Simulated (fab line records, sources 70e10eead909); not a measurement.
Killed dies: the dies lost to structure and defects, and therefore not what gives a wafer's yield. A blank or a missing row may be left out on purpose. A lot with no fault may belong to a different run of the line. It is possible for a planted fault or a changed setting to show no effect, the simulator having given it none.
Which of the tools did it? -- flow nandHarc -- Sampling: 7 lots, 21 wafers, 4 of 1159 route steps

## WHAT EACH GAUGE READ, for each wafer
NHARC_END_SORT_01.
lot,measured,on,killedAtArray
L897,day 25 01:31,prober-01,80 126 111

## WHAT TOOL EACH LOT RAN ON (gives the tool, then ch and the chambers of the sampled wafers, and finally the start)
lot,NHARC_A_WL_FILL_ETCHBACK_26,NHARC_A_M1_DEGAS_29,NHARC_A_BONDPAD_CMP_19
L878,"rieSi-02 ch 0,2,3, day 16 01:42","pvdSputter-01, day 18 03:08","cmp-04 ch 0,1,2, day 18 09:10"
L883,"rieSi-03 ch 0,1,2, day 16 23:01","pvdSputter-03, day 18 20:52","cmp-04 ch 1,2, day 19 02:33"
L885,"rieSi-03 ch 0,1,3, day 17 14:46","pvdSputter-01, day 19 16:02","cmp-02 ch 0,1,2, day 19 22:12"
L884,"rieSi-05 ch 0,1, day 17 19:47","pvdSputter-03, day 19 17:37","cmp-03 ch 0,1,3, day 19 23:22"
L887,"rieSi-03 ch 1,2,3, day 18 05:05","pvdSputter-01, day 19 22:16","cmp-02 ch 0,3, day 20 04:19"
L898,"rieSi-02 ch 1,3, day 20 20:01","pvdSputter-03, day 22 18:03","cmp-02 ch 2,3, day 23 00:05"
L897,"rieSi-05 ch 1,2,3, day 20 23:13","pvdSputter-03, day 23 13:17","cmp-02 ch 1,3, day 23 19:04"
- NHARC_A_WL_FILL_ETCHBACK_26: etches the open film in HBr, target depth 52 nm, time 13.3 s.
- NHARC_A_M1_DEGAS_29: time 60 s.
- NHARC_A_BONDPAD_CMP_19: polishes, t overpolish 30 s, cu recess touch 16 s, target thk 169.8 nm.

## THE ANSWER, worked out from the rows above alone
Rule: what is usual is taken from the lots themselves. Put in order of their means at a reading, lots are off if they are a third of the lots or fewer, leave a main group of 4 or more, and stand apart from it by a gap of 3 or more times the standard deviation of the main group's means; of several such gaps the widest counts. Not used: any main group whose means are identical at the precision the tables above print for the reading. A lot without any number at a reading at which 4 lots or more have one is off too. The other lots that the step has rows for count as sound.
Nothing can be told from this: no lot is off at any reading shown.

## WHAT THE SIMULATOR PUT IN
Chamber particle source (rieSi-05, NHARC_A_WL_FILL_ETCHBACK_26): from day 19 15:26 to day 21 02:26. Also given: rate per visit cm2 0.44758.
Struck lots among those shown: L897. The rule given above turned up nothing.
